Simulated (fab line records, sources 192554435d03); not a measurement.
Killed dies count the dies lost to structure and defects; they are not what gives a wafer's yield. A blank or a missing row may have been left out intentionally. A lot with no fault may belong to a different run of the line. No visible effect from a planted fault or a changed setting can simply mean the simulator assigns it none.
Chamber matching + flow n5_finfet + ald_metal-01 running N5_BEOL_M6_ALD_77: 4 sister chambers
The step deposits TaN, target thk 2 nm, pulse time 2 s, purge time 3 s. 14 wafers are shown with their chamber, then 7 later ones without.

WAFERS WITH THEIR CHAMBER
| wafer  | chamber | heater_power_w (W) |
|--------|---------|--------------------|
| L074.1 | 1       | 425                |
| L074.4 | 3       | 378                |
| L074.6 | 3       | 360                |
| L078.2 | 0       | 537                |
| L078.3 | 2       | 331                |
| L078.5 | 1       | 435                |
| L082.2 | 1       | 430                |
| L082.3 | 0       | 523                |
| L082.4 | 3       | 368                |
| L084.3 | 1       | 428                |
| L084.4 | 0       | 535                |
| L084.6 | 2       | 331                |
| L085.1 | 0       | 519                |
| L085.3 | 1       | 430                |

SIGNATURES (averages over the wafers above)
| reading        | chamber 0 | chamber 1 | chamber 2 | chamber 3 | scatter within a chamber |
|----------------|-----------|-----------|-----------|-----------|--------------------------|
| heater_power_w | 528.50    | 429.60    | 331.00    | 368.67    | 6.71                     |
Rule: for each reading, subtract the chamber's mean from the wafer's reading, divide by that reading's scatter and square the result; add these up over the readings and take the root, which gives the wafer's distance from the chamber. If the next closest chamber is less than 2 further off than the closest, the wafer can't be placed; otherwise it belongs to the closest. The scatter is the square root of a quotient: the sum, over the shown wafers, of each reading's squared deviation from its chamber's mean, divided by wafers minus chambers.

WAFERS WHOSE CHAMBER IS MISSING
| wafer  | heater_power_w (W) |
|--------|--------------------|
| L085.5 | 422                |
| L088.1 | 332                |
| L088.4 | 517                |
| L088.5 | 328                |
| L097.2 | 528                |
| L097.3 | 432                |
| L097.6 | 330                |

WHICH CHAMBER EACH WENT THROUGH
| wafer  | from the rows above | in truth |
|--------|---------------------|----------|
| L085.5 | 1                   | 1        |
| L088.1 | 2                   | 2        |
| L088.4 | 0                   | 0        |
| L088.5 | 2                   | 2        |
| L097.2 | 0                   | 0        |
| L097.3 | 1                   | 1        |
| L097.6 | 2                   | 2        |
Placed correctly: 7 of 7. Can't be placed from these rows: 0. Number placed wrongly: 0.
